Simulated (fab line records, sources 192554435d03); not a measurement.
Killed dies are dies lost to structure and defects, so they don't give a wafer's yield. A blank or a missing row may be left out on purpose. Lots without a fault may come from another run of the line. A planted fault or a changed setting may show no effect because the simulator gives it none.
Chamber matching | flow n5_finfet | N5_BEOL_M4_ALD_98 on ald_sin-03: 4 sister chambers
The step deposits SiO2, target thk 2.5 nm, pulse time 1 s, co reactant pulse time 1 s. 16 wafers are shown with their chamber, then 8 later ones without.

WAFERS WITH THEIR CHAMBER
wafer  | chamber | heater_power_w (W) | chamber_pressure_Torr (Torr) | precursor_pulse_height_rel
L074.3 | 1       | 77                 | 1.999                        | 1.011
L074.4 | 2       | 83                 | 2.002                        | 1.007
L074.6 | 0       | 75                 | 2.008                        | 0.982
L076.1 | 0       | 78                 | 2.004                        | 0.978
L076.4 | 2       | 80                 | 2.000                        | 1.018
L076.6 | 0       | 77                 | 2.002                        | 1.020
L080.1 | 1       | 78                 | 1.997                        | 0.967
L080.3 | 2       | 82                 | 1.996                        | 0.980
L080.4 | 3       | 82                 | 2.014                        | 0.993
L083.2 | 2       | 83                 | 1.991                        | 0.991
L083.5 | 1       | 78                 | 1.997                        | 0.998
L083.6 | 0       | 75                 | 2.003                        | 0.986
L087.3 | 2       | 83                 | 2.002                        | 1.004
L087.4 | 3       | 80                 | 1.998                        | 1.006
L087.6 | 1       | 76                 | 2.002                        | 0.999
L082.4 | 2       | 81                 | 1.999                        | 1.026

SIGNATURES (means of the wafers above)
reading                    | chamber 0 | chamber 1 | chamber 2 | chamber 3 | scatter within a chamber
heater_power_w             | 76.25     | 77.25     | 82.00     | 81.00     | 1.27
chamber_pressure_Torr      | 2.00425   | 1.99875   | 1.99833   | 2.00600   | 0.00461
precursor_pulse_height_rel | 0.99150   | 0.99375   | 1.00433   | 0.99950   | 0.0175
Rule: a wafer's distance from a chamber is the root of the sum, over the readings, of the square of ((its reading less the chamber's mean) divided by the reading's scatter). The wafer belongs to the nearest chamber; if the next one is less than 2 further off, it can't be placed. The scatter: the root of (the sum of the squares of (reading less its chamber's mean) over the shown wafers, divided by (wafers less chambers)).

WAFERS WITHOUT THEIR CHAMBER
wafer  | heater_power_w (W) | chamber_pressure_Torr (Torr) | precursor_pulse_height_rel
L082.5 | 82                 | 1.998                        | 0.991
L082.6 | 78                 | 1.998                        | 1.025
L090.1 | 73                 | 2.000                        | 0.975
L090.3 | 77                 | 2.001                        | 1.012
L090.6 | 83                 | 1.999                        | 1.004
L097.1 | 76                 | 2.000                        | 0.972
L097.2 | 83                 | 2.006                        | 0.984
L097.5 | 82                 | 2.005                        | 1.002

WHICH CHAMBER EACH WENT THROUGH
wafer  | from the rows above               | in truth
L082.5 | can't be placed: 2 or 3           | 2
L082.6 | can't be placed: 1 or 0 or 3 or 2 | 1
L090.1 | can't be placed: 0 or 1           | 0
L090.3 | can't be placed: 1 or 0           | 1
L090.6 | can't be placed: 2 or 3           | 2
L097.1 | can't be placed: 0 or 1           | 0
L097.2 | can't be placed: 3 or 2           | 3
L097.5 | can't be placed: 3 or 2           | 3
Placed correctly: 0 of 8. Can't be placed from these rows: 8 (the true chamber is among the candidates in 8). Placed wrongly: 0.
